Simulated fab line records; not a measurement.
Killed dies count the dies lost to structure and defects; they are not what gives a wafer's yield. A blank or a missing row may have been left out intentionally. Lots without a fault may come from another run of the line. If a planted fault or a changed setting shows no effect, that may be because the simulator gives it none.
Chamber matching / flow nand-harc / 3 sister chambers for NHARC_THIN_TSV_DEP_43 on pecvd-02
The step deposits SiO2, target thk 1328.5 nm. 3 wafers are shown with their chamber, then 12 later ones without.

## WAFERS, EACH WITH ITS CHAMBER
wafer=L084.4; chamber=1; showerhead-vpp-V (V)=1827
wafer=L083.1; chamber=0; showerhead-vpp-V (V)=1668
wafer=L083.4; chamber=2; showerhead-vpp-V (V)=1798

## WAFERS WHOSE CHAMBER IS MISSING
wafer=L087.2; showerhead-vpp-V (V)=1699
wafer=L087.4; showerhead-vpp-V (V)=1809
wafer=L087.5; showerhead-vpp-V (V)=1881
wafer=L086.3; showerhead-vpp-V (V)=1775
wafer=L086.5; showerhead-vpp-V (V)=1815
wafer=L086.6; showerhead-vpp-V (V)=1786
wafer=L094.1; showerhead-vpp-V (V)=1846
wafer=L094.2; showerhead-vpp-V (V)=1800
wafer=L094.6; showerhead-vpp-V (V)=1815
wafer=L096.2; showerhead-vpp-V (V)=1820
wafer=L096.3; showerhead-vpp-V (V)=1675
wafer=L096.5; showerhead-vpp-V (V)=1861

## WHICH CHAMBER EACH WENT THROUGH
wafer=L087.2; from the rows above=0; in truth=0
wafer=L087.4; from the rows above=can't be placed: 2 or 1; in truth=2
wafer=L087.5; from the rows above=can't be placed: 1 or 2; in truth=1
wafer=L086.3; from the rows above=can't be placed: 2 or 1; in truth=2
wafer=L086.5; from the rows above=can't be placed: 1 or 2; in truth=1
wafer=L086.6; from the rows above=can't be placed: 2 or 1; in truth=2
wafer=L094.1; from the rows above=can't be placed: 1 or 2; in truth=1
wafer=L094.2; from the rows above=can't be placed: 2 or 1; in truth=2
wafer=L094.6; from the rows above=can't be placed: 1 or 2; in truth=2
wafer=L096.2; from the rows above=can't be placed: 1 or 2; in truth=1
wafer=L096.3; from the rows above=0; in truth=0
wafer=L096.5; from the rows above=can't be placed: 1 or 2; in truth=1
Placed correctly: 2 of 12. From these rows, 10 cannot be placed; in 10 the true chamber is one of the candidates. Placed wrongly: 0.
How it was worked out, from the rows above alone: a wafer's distance from a chamber is the root of the sum, over the readings, of the square of ((its reading less the chamber's mean) divided by the reading's scatter). The wafer belongs to the nearest chamber; if the next one is less than 2 further off, it can't be placed. A chamber's mean is the mean of its shown wafers. The scatter: root of mean squared gap, hidden wafer to nearest shown wafer, with one shown wafer a chamber.
